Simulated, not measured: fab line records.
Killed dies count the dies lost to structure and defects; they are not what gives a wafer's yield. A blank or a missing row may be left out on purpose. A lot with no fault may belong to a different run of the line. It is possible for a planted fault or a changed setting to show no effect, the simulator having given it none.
Matching of chambers ; flow nandHarc ; 4 sister chambers for NHARC_P_M2_ETCH_35 on rieDiel-01
The step etches the open film in N2/H2, target depth 40 nm, overetch 12 nm, time 43.94 s. 14 wafers are shown with their chamber, then 7 later ones without.

== WAFERS PAIRED WITH THEIR CHAMBERS ==
wafer;chamber;showerheadPlenumPTorr (Torr);rfVppV (V);throttleValvePct (%)
L556.1;2;2.03;429.2;14.171
L556.2;3;2.13;433.0;14.170
L556.6;2;2.03;429.9;14.159
L558.1;0;1.93;427.1;14.182
L558.2;2;2.03;430.1;14.180
L558.5;0;1.93;427.6;14.162
L561.1;2;2.03;429.1;14.174
L561.2;3;2.13;432.4;14.166
L561.5;3;2.13;433.2;14.168
L565.1;0;1.93;427.3;14.183
L565.2;3;2.13;432.2;14.168
L565.5;2;2.02;428.2;14.187
L573.2;1;2.10;432.5;14.187
L573.3;3;2.13;431.8;14.158

SIGNATURES (means of the wafers above)
reading;chamber 0;chamber 1;chamber 2;chamber 3;scatter within a chamber
showerheadPlenumPTorr;1.9300;2.1000;2.0280;2.1300;0.00283
rfVppV;427.333;432.500;429.300;432.520;0.609
throttleValvePct;14.17567;14.18700;14.17420;14.16600;0.00899
Rule: a wafer lies at a distance from a chamber equal to the root of the sum of squares, over the readings, of (its reading less the chamber's mean, divided by the reading's scatter). The wafer belongs to the nearest chamber; if the next one is less than 2 further off, it can't be placed. The scatter: the root of (the sum of the squares of (reading less its chamber's mean) over the shown wafers, divided by (wafers less chambers)).

== WAFERS WHOSE CHAMBER IS MISSING ==
wafer;showerheadPlenumPTorr (Torr);rfVppV (V);throttleValvePct (%)
L573.6;1.93;427.2;14.170
L576.1;2.02;431.2;14.167
L576.3;2.13;433.0;14.159
L576.6;1.93;427.4;14.184
L579.2;2.09;432.8;14.173
L579.4;2.02;429.6;14.177
L579.5;1.93;428.0;14.176

== THE CHAMBER EACH PASSED THROUGH ==
wafer;from the rows above;in truth
L573.6;0;0
L576.1;2;2
L576.3;3;3
L576.6;0;0
L579.2;1;1
L579.4;2;2
L579.5;0;0
Correctly placed: 7 of 7. Not placeable from these rows: 0. Wrongly placed: 0.
